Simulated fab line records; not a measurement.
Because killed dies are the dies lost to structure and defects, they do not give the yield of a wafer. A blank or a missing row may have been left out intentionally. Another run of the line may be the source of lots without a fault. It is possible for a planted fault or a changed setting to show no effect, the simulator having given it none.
Matching of chambers    flow n5Finfet    4 sister chambers for N5_BEOL_M6_ETCH_65 on rieDiel-04
The step etches SiARC in CF4, target depth 15.6 nm, time 26 s. 16 wafers are shown with their chamber, then 8 later ones without.

== WAFERS PAIRED WITH THEIR CHAMBERS ==
wafer   chamber  drypumpMotorCurrentA (A)  showerheadPlenumPTorr (Torr)  throttleValvePct (%)
L082.1  2        5.5                       2.05                          15.71
L082.2  0        6.4                       2.20                          15.78
L082.3  3        5.7                       2.18                          15.36
L084.1  0        6.4                       2.20                          15.81
L084.3  1        6.1                       2.16                          15.43
L084.6  1        6.1                       2.16                          15.41
L086.1  3        5.7                       2.18                          15.41
L086.4  2        5.5                       2.05                          15.73
L086.5  2        5.5                       2.05                          15.72
L087.2  0        6.3                       2.20                          15.81
L087.5  1        6.1                       2.16                          15.42
L087.6  0        6.4                       2.19                          15.82
L093.1  1        6.1                       2.15                          15.45
L093.2  2        5.5                       2.04                          15.74
L093.5  3        5.7                       2.17                          15.40
L092.2  1        6.1                       2.15                          15.46

SIGNATURES, as means of the wafers listed above
reading                chamber 0  chamber 1  chamber 2  chamber 3  scatter within a chamber
drypumpMotorCurrentA   6.375      6.100      5.500      5.700      0.025
showerheadPlenumPTorr  2.1975     2.1560     2.0475     2.1767     0.0053
throttleValvePct       15.8050    15.4340    15.7250    15.3900    0.0194
Rule: for a wafer and a chamber, the distance is found by dividing, reading by reading, the gap between the wafer's reading and the chamber's mean by the reading's scatter, squaring, summing and taking the root. The wafer belongs to the nearest chamber; if the next one is less than 2 further off, it can't be placed. How the scatter is found: for the shown wafers, subtract from each reading the mean of its chamber, square and add these, divide the total by (wafers less chambers), then take the root.

== WAFERS WITHOUT THEIR CHAMBER ==
wafer   drypumpMotorCurrentA (A)  showerheadPlenumPTorr (Torr)  throttleValvePct (%)
L092.4  5.5                       2.04                          15.77
L092.6  6.4                       2.19                          15.83
L094.1  5.7                       2.17                          15.43
L094.2  6.4                       2.19                          15.86
L094.6  6.4                       2.19                          15.85
L097.2  6.1                       2.15                          15.47
L097.4  5.6                       2.17                          15.46
L097.6  5.7                       2.17                          15.45

== CHAMBER TAKEN BY EACH ==
wafer   from the rows above  in truth
L092.4  2                    2
L092.6  0                    0
L094.1  3                    3
L094.2  0                    0
L094.6  0                    0
L097.2  1                    1
L097.4  3                    3
L097.6  3                    3
Placed correctly: 8 of 8. From these rows, 0 cannot be placed. 0 placed wrongly.
